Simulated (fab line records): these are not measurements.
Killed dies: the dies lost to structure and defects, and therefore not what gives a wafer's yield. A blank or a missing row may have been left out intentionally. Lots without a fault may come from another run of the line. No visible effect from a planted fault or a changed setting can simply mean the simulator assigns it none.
Chamber matching | flow n5-finfet | N5_BEOL_M10_CURE_72 on uv-cure-01: 3 sister chambers
The step cures SiCOH lowk, time 120 s. 3 wafers are shown with their chamber, then 12 later ones without.

## WAFERS PAIRED WITH THEIR CHAMBERS
wafer  | chamber | wafer_temp_C_max
L077.6 | 2       | 371.2
L080.6 | 1       | 371.3
L088.4 | 0       | 372.4

## WAFERS MISSING THEIR CHAMBER
wafer  | wafer_temp_C_max
L091.1 | 371.7
L091.2 | 371.4
L091.4 | 371.3
L090.2 | 370.6
L090.5 | 371.6
L090.6 | 371.1
L097.1 | 371.6
L097.3 | 371.4
L097.4 | 371.4
L097.2 | 371.7
L097.5 | 371.6
L097.6 | 371.4

## THE CHAMBER EACH PASSED THROUGH
wafer  | from the rows above          | in truth
L091.1 | can't be placed: 1 or 2 or 0 | 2
L091.2 | can't be placed: 1 or 2      | 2
L091.4 | can't be placed: 1 or 2      | 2
L090.2 | can't be placed: 2 or 1      | 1
L090.5 | can't be placed: 1 or 2 or 0 | 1
L090.6 | can't be placed: 2 or 1      | 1
L097.1 | can't be placed: 1 or 2 or 0 | 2
L097.3 | can't be placed: 1 or 2      | 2
L097.4 | can't be placed: 1 or 2      | 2
L097.2 | can't be placed: 1 or 2 or 0 | 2
L097.5 | can't be placed: 1 or 2 or 0 | 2
L097.6 | can't be placed: 1 or 2      | 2
Placed correctly: 0 of 12. Unplaceable from these rows: 12, with the true chamber sitting among the candidates in 12. Number placed wrongly: 0.
How it was worked out, from the rows above alone: a wafer's distance from a chamber is the root of the sum, over the readings, of the square of ((its reading less the chamber's mean) divided by the reading's scatter). If the next closest chamber is less than 2 further off than the closest, the wafer can't be placed; otherwise it belongs to the closest. The mean given for a chamber averages the wafers shown for that chamber. The scatter: with one shown wafer a chamber, the root of the mean of the squares of how far each hidden wafer lies from its nearest shown one.
